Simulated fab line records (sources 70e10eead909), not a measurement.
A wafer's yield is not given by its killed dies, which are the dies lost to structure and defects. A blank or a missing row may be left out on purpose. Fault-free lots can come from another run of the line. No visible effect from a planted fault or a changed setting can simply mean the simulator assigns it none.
Chamber matching || flow nand harc || cmp-01 running NHARC_A_STAIRCASE_CMP_450: 4 sister chambers
The step polishes SiO2, target thk 200 nm. 4 wafers are shown with their chamber, then 7 later ones without.

## WAFERS, EACH WITH ITS CHAMBER
{"wafer": "L117.2", "chamber": 3, "motor current A (A)": 11.5}
{"wafer": "L117.4", "chamber": 1, "motor current A (A)": 12.2}
{"wafer": "L118.2", "chamber": 2, "motor current A (A)": 10.9}
{"wafer": "L118.3", "chamber": 0, "motor current A (A)": 14.2}

## WAFERS WHOSE CHAMBER IS MISSING
{"wafer": "L118.5", "motor current A (A)": 10.2}
{"wafer": "L126.2", "motor current A (A)": 12.6}
{"wafer": "L126.3", "motor current A (A)": 13.9}
{"wafer": "L126.4", "motor current A (A)": 11.4}
{"wafer": "L132.1", "motor current A (A)": 10.3}
{"wafer": "L132.4", "motor current A (A)": 11.4}
{"wafer": "L132.6", "motor current A (A)": 11.3}

## THE CHAMBER EACH PASSED THROUGH
{"wafer": "L118.5", "from the rows above": "can't be placed: 2 or 3", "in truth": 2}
{"wafer": "L126.2", "from the rows above": "can't be placed: 1 or 3", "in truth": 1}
{"wafer": "L126.3", "from the rows above": 0, "in truth": 0}
{"wafer": "L126.4", "from the rows above": "can't be placed: 3 or 2 or 1", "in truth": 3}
{"wafer": "L132.1", "from the rows above": "can't be placed: 2 or 3", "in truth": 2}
{"wafer": "L132.4", "from the rows above": "can't be placed: 3 or 2 or 1", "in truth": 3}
{"wafer": "L132.6", "from the rows above": "can't be placed: 3 or 2 or 1", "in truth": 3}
Correct placement for 1 of the 7. Not placeable from these rows: 6 (in 6, the candidates include the true chamber). Wrongly placed: 0.
How it was worked out, from the rows above alone: a wafer's distance from a chamber is the root of the sum, over the readings, of the square of ((its reading less the chamber's mean) divided by the reading's scatter). The wafer belongs to the nearest chamber; if the next one is less than 2 further off, it can't be placed. For every chamber, the mean is computed from those of its wafers that are shown. The scatter: with one shown wafer a chamber, the root of the mean of the squares of how far each hidden wafer lies from its nearest shown one.
